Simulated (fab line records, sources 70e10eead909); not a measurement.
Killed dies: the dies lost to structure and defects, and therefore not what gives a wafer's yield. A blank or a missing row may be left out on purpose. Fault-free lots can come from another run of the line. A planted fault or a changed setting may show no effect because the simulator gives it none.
Which of the tools did it?	flow nand-harc	39 wafers from 13 lots sampled at 5 of the route's 1302 steps

WHAT THE GAUGES READ, wafer by wafer
NHARC_END_SORT_01. Usual: killed-at-array 55, standard deviation 17; killed-at-other 0.9, standard deviation 1.2; killed-at-periphery 3.7, standard deviation 2.5; killed-dies 59, standard deviation 18; killed-open 3.4, standard deviation 1.9; killed-short 2.6, standard deviation 1.6.
lot	measured	on	killed-at-array	killed-at-other	killed-at-periphery	killed-dies	killed-open	killed-short	flag
L403	day 27 14:11	prober-02	73 71 70	0 0 0	3 2 1	76 73 71	4 3 10	3 1 2	
L415	day 31 19:11	prober-01	60 38 50	2 0 1	7 5 8	69 43 59	7 6 4	1 2 4	
L416	day 31 12:11	prober-01	87 65 76	0 0 0	4 3 4	91 68 80	3 1 6	3 1 2	
L417	day 31 11:29	prober-02	59 54 50	0 0 0	4 4 4	63 58 54	6 2 4	2 6 4	

EACH LOT AND THE TOOL THAT RAN IT (in order: tool; ch and the chambers of the sampled wafers; start)
lot	NHARC_P_GATE_STRIP_101	NHARC_P_GATE_STRIP_111	NHARC_P_GATE_STRIP_75	NHARC_P_GATE_EXPOSE_56
L400	rie-diel-10 ch 0,1,3, day 5 19:44	plasma-asher-02 ch 0,1, day 5 21:03	plasma-asher-02 ch 0,1, day 5 21:21	krf-scanner-04 ch 0, day 5 22:07
L401	rie-diel-04 ch 0,3, day 6 05:48	plasma-asher-02 ch 0, day 6 07:17	plasma-asher-02 ch 0, day 6 07:33	krf-scanner-03 ch 0, day 6 08:19
L403	rie-diel-04 ch 0,1,2, day 7 06:49	plasma-asher-01 ch 0,1, day 7 08:20	plasma-asher-01 ch 0,1, day 7 08:33	krf-scanner-04 ch 0, day 7 09:19
L414	rie-diel-10 ch 0,2, day 11 15:44	plasma-asher-01 ch 0,1, day 11 17:26	plasma-asher-01 ch 0,1, day 11 17:41	krf-scanner-04 ch 0, day 11 18:20
L413	rie-diel-04 ch 2,3, day 11 18:28	plasma-asher-02 ch 0,1, day 11 20:08	plasma-asher-02 ch 0,1, day 11 20:19	krf-scanner-03 ch 0, day 11 21:04
L415	rie-diel-04 ch 1,2,3, day 12 11:48	plasma-asher-02 ch 0,1, day 12 13:15	plasma-asher-02 ch 0,1, day 12 13:33	krf-scanner-04 ch 0, day 12 14:22
L416	rie-diel-04 ch 0,1,2, day 12 14:12	plasma-asher-02 ch 0,1, day 12 15:43	plasma-asher-02 ch 0,1, day 12 16:01	krf-scanner-04 ch 0, day 12 16:41
L417	rie-diel-10 ch 1,2,3, day 12 23:57	plasma-asher-02 ch 1, day 13 01:26	plasma-asher-02 ch 1, day 13 01:42	krf-scanner-04 ch 0, day 13 02:20
L418	rie-diel-12 ch 0,1, day 13 09:50	plasma-asher-02 ch 0,1, day 13 11:26	plasma-asher-02 ch 0,1, day 13 11:37	krf-scanner-04 ch 0, day 13 12:14
L419	rie-diel-12 ch 0,2, day 14 01:18	plasma-asher-02 ch 0,1, day 14 02:44	plasma-asher-02 ch 0,1, day 14 03:03	krf-scanner-03 ch 0, day 14 03:49
L420	rie-diel-10 ch 0,1,3, day 14 05:11	plasma-asher-02 ch 0,1, day 14 06:41	plasma-asher-02 ch 0,1, day 14 06:58	krf-scanner-03 ch 0, day 14 07:35
L421	rie-diel-12 ch 0,2,3, day 14 18:23	plasma-asher-02 ch 0,1, day 14 19:56	plasma-asher-02 ch 0,1, day 14 20:09	krf-scanner-03 ch 0, day 14 20:47
L422	rie-diel-04 ch 0,1,2, day 15 03:30	plasma-asher-01 ch 0,1, day 15 04:59	plasma-asher-01 ch 0,1, day 15 05:17	krf-scanner-04 ch 0, day 15 06:03
- NHARC_P_GATE_STRIP_101: strips in O2, time 20 s.
- NHARC_P_GATE_STRIP_111: strips in N2/H2, time 250 s.
- NHARC_P_GATE_STRIP_75: strips in O2.
- NHARC_P_GATE_EXPOSE_56: exposes mask P PSD, target cd 720 nm.

AS READ BY THE TOOLS THEMSELVES (means over the sampled wafers that have a number; for cases with no such wafer, the mark the record gives instead)
NHARC_P_GATE_STRIP_101. Usual: drypump-motor-current-A 5.7 A, standard deviation 0.47; o2-flow-sccm 499.8 sccm, standard deviation 1.3; oes-product-au 0.998 a.u., standard deviation 0.015; rf-vpp-V 57.8 V, standard deviation 0.9; showerhead-plenum-p-Torr 3.52 Torr, standard deviation 0.12; throttle-valve-pct 17.038 %, standard deviation 0.01.
lot	tool	drypump-motor-current-A (A)	o2-flow-sccm (sccm)	oes-product-au (a.u.)	rf-vpp-V (V)	showerhead-plenum-p-Torr (Torr)	throttle-valve-pct (%)	flag
L400	rie-diel-10	6.0	500.3	1.001	57.7	3.51	17.032	
L401	rie-diel-04	5.9	500.2	0.988	58.1	3.58	17.040	
L403	rie-diel-04	5.5	500.6	0.997	57.1	3.51	17.033	
L414	rie-diel-10	5.4	500.1	1.002	57.3	3.52	17.053	
L413	rie-diel-04	5.5	499.7	1.007	58.1	3.53	17.037	
L415	rie-diel-04	5.6	498.5	0.992	58.0	3.55	17.045	
L416	rie-diel-04	5.5	500.1	1.005	57.9	3.51	17.038	
L417	rie-diel-10	5.8	500.1	1.015	58.1	3.48	17.041	
L418	rie-diel-12	5.9	500.5	1.011	57.6	3.43	17.039	
L419	rie-diel-12	5.7	499.8	1.000	57.8	3.47	17.050	
L420	rie-diel-10	6.0	500.2	1.021	57.5	3.51	17.033	
L421	rie-diel-12	5.5	500.7	0.985	57.3	3.52	17.033	
L422	rie-diel-04	5.5	499.7	1.005	58.4	3.50	17.045	

NHARC_P_GATE_STRIP_111. Usual: drypump-motor-current-A 5.8 A, standard deviation 0.38; heater-power-w 89 W, standard deviation 12.
lot	tool	drypump-motor-current-A (A)	heater-power-w (W)	flag
L400	plasma-asher-02	6.0	94	
L401	plasma-asher-02	5.7	78	
L403	plasma-asher-01	5.3	88	
L414	plasma-asher-01	5.2	84	
L413	plasma-asher-02	6.0	94	
L415	plasma-asher-02	5.9	84	
L416	plasma-asher-02	5.9	84	
L417	plasma-asher-02	6.2	104	
L418	plasma-asher-02	6.0	95	
L419	plasma-asher-02	6.0	93	
L420	plasma-asher-02	5.9	85	
L421	plasma-asher-02	5.9	85	
L422	plasma-asher-01	5.2	82	

NHARC_P_GATE_STRIP_75. Usual: drypump-motor-current-A 5.8 A, standard deviation 0.38; heater-power-w 332 W, standard deviation 44.
lot	tool	drypump-motor-current-A (A)	heater-power-w (W)	flag
L400	plasma-asher-02	6.0	352	
L401	plasma-asher-02	5.7	293	
L403	plasma-asher-01	5.3	331	
L414	plasma-asher-01	5.2	313	
L413	plasma-asher-02	6.1	351	
L415	plasma-asher-02	5.9	317	
L416	plasma-asher-02	5.9	318	
L417	plasma-asher-02	6.2	385	
L418	plasma-asher-02	6.0	349	
L419	plasma-asher-02	6.0	349	
L420	plasma-asher-02	5.9	317	
L421	plasma-asher-02	5.9	316	
L422	plasma-asher-01	5.2	312	

THE ANSWER, worked out from the rows above alone
Rule: take the mean of a lot's wafers that have a number; if it is more than 3 standard deviations from the usual mean, the lot is off. A lot without any number at a reading at which 4 lots or more have one is off too. The other lots that the step has rows for count as sound. Order of review: gauges by route order, followed by the tools' own readings, for which a lot's mean as printed above is used. At the first step where some lot is off, the reading lying furthest off is the one used; lots without a number count as furthest.
No lot is off on any of the readings shown, so nothing can be concluded from this.

WHAT THE SIMULATOR HAD INSERTED
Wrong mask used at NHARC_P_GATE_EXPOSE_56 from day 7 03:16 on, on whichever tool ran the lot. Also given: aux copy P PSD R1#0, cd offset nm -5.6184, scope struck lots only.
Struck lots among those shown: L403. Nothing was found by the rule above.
